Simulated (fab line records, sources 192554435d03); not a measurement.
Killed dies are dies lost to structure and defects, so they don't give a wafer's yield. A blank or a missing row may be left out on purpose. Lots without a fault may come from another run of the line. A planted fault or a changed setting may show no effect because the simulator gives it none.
A struck lot beside a sound one | flow n5_finfet | 43 steps out of a route of 1938
Sound: wafers L257.2, L257.4, L257.6. Struck: wafers L271.1, L271.5. (L271.6 of the same lot was not struck and is left out.) The cause comes at the end.
At each step with rows: each side's tool, then ch and its chambers, then its first start. Under that, the readings that differ: sound wafers | struck wafers | difference of the means | sigmas: that difference in standard deviations of wafers without a fault.
alike: readings whose means differ by less than 2 such deviations, and words and numbers that are the same on both sides. not compared: withheld readings, readings that some wafer has no value for, bounds like >300 that may hide the same value, and numbers for which the record gives no deviation and whose values overlap.
The two part at a step that has a row with sigmas, a row that says differs or no value, or rows on one side only. Numbers that don't overlap but have no deviation are shown without sigmas and don't part them. A reading that every wafer of one side lacks parts them only if that side has two wafers or more.

first, 1 step without rows for these wafers: N5_SDB_CMP_30 (polishes, stops on poly-Si, t overpolish 1.54 s, target thk 30 nm).
N5_SDB_THK_MEAS_31:
  sound on film_metro-02, day 4 01:18; struck on film_metro-01, day 7 12:46
  alike: SDB_THK
N5_SDB_INSPECT_36: inspects for defects (darkfield).
  sound on defect_inspect-01, day 4 01:19; struck on defect_inspect-02, day 7 12:48
  alike: raw_defect_count
then, 4 steps without rows for these wafers: N5_DUMMY_REMOVAL_HM_STRIP_01 (strips SiNx in CH3F/O2, stops on poly-Si, target depth 4 nm, time 6.8 s); N5_DUMMY_REMOVAL_STRIP_10 (strips in N2/H2, time 40 s); N5_DUMMY_REMOVAL_PRECLEAN_07 (cleans in dHF, time 30 s); N5_DUMMY_REMOVAL_DUMMY_REMOVE_02 (chemistry TMAH, target poly-Si, stops on SiO2, target depth 142 nm, time 57 s, rinse time 30 s).
N5_DUMMY_REMOVAL_INSPECT_06: inspects for defects (brightfield).
  sound on defect_inspect-01, day 4 01:34; struck on defect_inspect-02, day 7 13:02
  alike: raw_defect_count
then, 4 steps without rows for these wafers: N5_DUMMY_REMOVAL_PRECLEAN_08 (cleans in NF3:NH3, afs cycles 2, time 20 s, sublimation time 60 s); N5_DUMMY_REMOVAL_PRECLEAN_04 (cleans in DHF, time 37 s); N5_DUMMY_REMOVAL_SRD_05 (time 30 s); N5_HKMG_FIN_IL_REGROW_00 (material SiO2, chemistry O3, target thk 0.75 nm, time 30 s).
N5_HKMG_FIN_HK_ALD_01: deposits HfO2, target thk 1.6 nm, pulse time 3 s, purge time 3 s.
  sound on ald_hk-03 ch 1,3, day 4 01:55; struck on ald_hk-01 ch 0,2, day 7 13:23
  reading    | sound    | struck | difference | sigmas
  ald_cycles | 30 30 30 | 33 33  | +3         |
  alike: precursor_pulse_height_rel
N5_HKMG_FIN_HK_ANNEAL_02: time 30 s.
  sound on rtp_anneal-02 ch 0, day 4 02:16; struck on rtp_anneal-01 ch 0, day 7 13:35
  alike: lamp_power_pct, lamp_zone_7_pct, wafer_temp_C_max
N5_HKMG_FIN_ALD_74: deposits La2O3, target thk 0.5 nm, pulse time 6 s, co reactant pulse time 1 s.
  sound on ald_hk-01 ch 0,2, day 4 02:27; struck on ald_hk-03 ch 1,2, day 7 13:47
  alike: heater_power_w, precursor_pulse_height_rel
then, 9 steps without rows for these wafers: N5_HKMG_FIN_ALD_75 (deposits Al2O3, target thk 1 nm, co reactant pulse time 1 s); N5_HKMG_FIN_COAT_41 (time 60 s, resist thk 300 nm); N5_HKMG_FIN_COAT_42 (time 60 s, resist thk 35 nm); N5_HKMG_FIN_COAT_43 (resist thk 90 nm); N5_HKMG_FIN_EBR_45; N5_HKMG_FIN_SOFTBAKE_44 (time 60 s); N5_HKMG_FIN_EXPOSE_46 (exposes mask NDIPOLE); N5_HKMG_FIN_PEB_47 (peb time 60 s); N5_HKMG_FIN_DEVELOP_48 (develop time 30 s).
N5_HKMG_FIN_CD_MEAS_49: target cd 202 nm.
  sound on cd_sem-02 ch 0, day 4 03:00; struck on cd_sem-03 ch 0, day 7 14:20
  alike: cd_nm
N5_HKMG_FIN_OVL_MEAS_50:
  sound on overlay-02 ch 0, day 4 03:02; struck on overlay-01 ch 0, day 7 14:22
  alike: NDIPOLE_OVL
N5_HKMG_FIN_INSPECT_61: inspects for defects (macro).
  sound on defect_inspect-01, day 4 03:03; struck on defect_inspect-01, day 7 14:23
  alike: raw_defect_count
N5_HKMG_FIN_DESCUM_53: chemistry O2, time 7.9 s.
  sound on rie_diel-02 ch 0,2, day 4 03:17; struck on rie_diel-01 ch 1,2, day 7 14:35
  alike: drypump_motor_current_A, oes_product_au, rf_vpp_V, showerhead_plenum_p_Torr, throttle_valve_pct
  not compared: rf_hours_counter_h
then, 4 steps without rows for these wafers: N5_HKMG_FIN_ETCH_54 (etches SiARC in CF4, target depth 45.5 nm, time 75.8 s); N5_HKMG_FIN_ETCH_55 (etches SOC in N2/H2, target depth 240 nm, time 300 s); N5_HKMG_FIN_STRIP_56 (strips in N2/H2); N5_HKMG_FIN_STRIP_57 (strips in CF4).
N5_HKMG_FIN_ETCH_58: etches SOC in N2/H2, target depth 215.8 nm, time 741 s.
  sound on rie_diel-02 ch 0,2, day 4 03:35; struck on rie_diel-01 ch 1,2, day 7 14:53
  alike: drypump_motor_current_A, oes_product_au, rf_vpp_V, showerhead_plenum_p_Torr, throttle_valve_pct
  not compared: rf_hours_counter_h
then, 5 steps without rows for these wafers: N5_HKMG_FIN_STRIP_93 (strips SOC in N2/H2, time 20 s); N5_HKMG_FIN_WET_ETCH_76 (etches Al2O3 in dNH4OH, stops on La2O3, target depth 2.25 nm, rinse time 30 s); N5_HKMG_FIN_STRIP_60 (strips in N2/H2, time 360 s); N5_HKMG_FIN_WET_ETCH_77 (etches La2O3 in dHCl, stops on HfO2, target depth 2 nm); N5_HKMG_FIN_WET_ETCH_78 (etches Al2O3 in dNH4OH, stops on La2O3, target depth 4.5 nm, rinse time 30 s).
N5_HKMG_FIN_ALD_79: deposits TiN, target thk 1.5 nm, pulse time 1 s, purge time 3 s.
  sound on ald_metal-01 ch 2,3, day 4 04:39; struck on ald_metal-04 ch 1,2, day 7 15:57
  alike: heater_power_w, precursor_pulse_height_rel
  not compared: ald_cycles
then, 3 steps without rows for these wafers: N5_HKMG_FIN_CVD_62 (deposits a-Si from Si2H6, target thk 3 nm, time 20.8 s); N5_HKMG_FIN_RTA_80 (time 2 s); N5_HKMG_FIN_PRECLEAN_64 (cleans in dHF, time 30 s).
N5_HKMG_FIN_THK_MEAS_70: measures by xrf.
  sound on film_metro-02, day 4 05:42; struck on film_metro-02, day 7 17:17
  reading     | sound             | struck      | difference | sigmas
  HK_THK (nm) | 1.576 1.582 1.606 | 1.776 1.766 | +0.183     | +10

WHERE THEY PART
Only at N5_HKMG_FIN_THK_MEAS_70, within this record.

WHY: what the simulator had put in
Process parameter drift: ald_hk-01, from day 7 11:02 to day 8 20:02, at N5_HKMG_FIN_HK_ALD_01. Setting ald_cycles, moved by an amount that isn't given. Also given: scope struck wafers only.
